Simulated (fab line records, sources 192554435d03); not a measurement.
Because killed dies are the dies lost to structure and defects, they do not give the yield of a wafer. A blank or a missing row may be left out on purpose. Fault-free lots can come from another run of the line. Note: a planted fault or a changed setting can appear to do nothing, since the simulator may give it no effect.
Chamber matching + flow n5-finfet + pecvd-01 running N5_BEOL_M11_PECVD_70: 3 sister chambers
The step deposits SiO2 from TEOS/O2, target thk 20 nm, time 22.7 s. 14 wafers are shown with their chamber, then 7 later ones without.

== WAFERS WITH THEIR CHAMBER ==
| wafer  | chamber | throttle-valve-pct (%) | heater-power-w (W) | showerhead-plenum-p-Torr (Torr) |
|--------|---------|------------------------|--------------------|---------------------------------|
| L076.1 | 0       | 24.6                   | 634                | 8.86                            |
| L076.2 | 2       | 20.1                   | 716                | 8.82                            |
| L076.5 | 1       | 24.2                   | 552                | 8.87                            |
| L081.2 | 0       | 25.2                   | 701                | 8.85                            |
| L081.5 | 2       | 20.2                   | 734                | 8.82                            |
| L081.6 | 0       | 25.1                   | 704                | 8.87                            |
| L083.1 | 2       | 20.2                   | 715                | 8.84                            |
| L083.3 | 1       | 24.6                   | 620                | 8.87                            |
| L083.4 | 2       | 20.2                   | 746                | 8.81                            |
| L085.1 | 1       | 24.8                   | 619                | 8.87                            |
| L085.3 | 2       | 20.5                   | 754                | 8.84                            |
| L085.6 | 1       | 24.8                   | 586                | 8.90                            |
| L087.1 | 1       | 24.4                   | 578                | 8.88                            |
| L087.4 | 1       | 24.5                   | 569                | 8.88                            |

SIGNATURES, as means of the wafers listed above
| reading                  | chamber 0 | chamber 1 | chamber 2 | scatter within a chamber |
|--------------------------|-----------|-----------|-----------|--------------------------|
| throttle-valve-pct       | 24.967    | 24.550    | 20.240    | 0.228                    |
| heater-power-w           | 679.67    | 587.33    | 733.00    | 27.1                     |
| showerhead-plenum-p-Torr | 8.8600    | 8.8783    | 8.8260    | 0.0121                   |
Rule: a wafer lies at a distance from a chamber equal to the root of the sum of squares, over the readings, of (its reading less the chamber's mean, divided by the reading's scatter). If the next closest chamber is less than 2 further off than the closest, the wafer can't be placed; otherwise it belongs to the closest. How the scatter is found: for the shown wafers, subtract from each reading the mean of its chamber, square and add these, divide the total by (wafers less chambers), then take the root.

== WAFERS WITH NO CHAMBER GIVEN ==
| wafer  | throttle-valve-pct (%) | heater-power-w (W) | showerhead-plenum-p-Torr (Torr) |
|--------|------------------------|--------------------|---------------------------------|
| L087.5 | 25.1                   | 740                | 8.85                            |
| L091.1 | 24.4                   | 545                | 8.87                            |
| L091.5 | 24.9                   | 736                | 8.88                            |
| L091.6 | 20.6                   | 822                | 8.83                            |
| L095.1 | 24.9                   | 736                | 8.85                            |
| L095.4 | 20.1                   | 814                | 8.84                            |
| L095.5 | 24.5                   | 618                | 8.85                            |

== EACH ONE'S CHAMBER ==
| wafer  | from the rows above     | in truth |
|--------|-------------------------|----------|
| L087.5 | 0                       | 0        |
| L091.1 | 1                       | 1        |
| L091.5 | 0                       | 0        |
| L091.6 | 2                       | 2        |
| L095.1 | 0                       | 0        |
| L095.4 | 2                       | 2        |
| L095.5 | can't be placed: 1 or 0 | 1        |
Placed correctly: 6 of 7. Not placeable from these rows: 1 (in 1, the candidates include the true chamber). 0 placed wrongly.
